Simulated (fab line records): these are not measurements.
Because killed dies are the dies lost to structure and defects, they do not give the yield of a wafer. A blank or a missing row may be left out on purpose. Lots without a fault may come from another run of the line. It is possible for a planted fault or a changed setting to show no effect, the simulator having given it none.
Matching of chambers | flow nand harc | NHARC_P_M1_DESCUM_14 on rie diel-02: 4 sister chambers
The step chemistry O2, time 3 s. 4 wafers are shown with their chamber, then 8 later ones without.

== WAFERS, EACH WITH ITS CHAMBER ==
wafer  | chamber | drypump motor current A (A)
L084.4 | 1       | 6.1
L086.3 | 2       | 5.6
L086.4 | 3       | 4.8
L088.1 | 0       | 5.7

== WAFERS WITH NO CHAMBER GIVEN ==
wafer  | drypump motor current A (A)
L088.4 | 6.0
L088.5 | 6.1
L094.1 | 5.6
L094.4 | 5.7
L094.6 | 6.1
L095.2 | 4.8
L095.3 | 6.1
L095.6 | 5.6

== WHICH CHAMBER EACH WENT THROUGH ==
wafer  | from the rows above | in truth
L088.4 | 1                   | 1
L088.5 | 1                   | 1
L094.1 | 2                   | 2
L094.4 | 0                   | 0
L094.6 | 1                   | 1
L095.2 | 3                   | 3
L095.3 | 1                   | 1
L095.6 | 2                   | 2
Correct placement for 8 of the 8. Can't be placed from these rows: 0. 0 placed wrongly.
How it was worked out, from the rows above alone: a wafer's distance from a chamber is the root of the sum, over the readings, of the square of ((its reading less the chamber's mean) divided by the reading's scatter). If the next closest chamber is less than 2 further off than the closest, the wafer can't be placed; otherwise it belongs to the closest. The mean given for a chamber averages the wafers shown for that chamber. The scatter: with one shown wafer a chamber, the root of the mean of the squares of how far each hidden wafer lies from its nearest shown one.
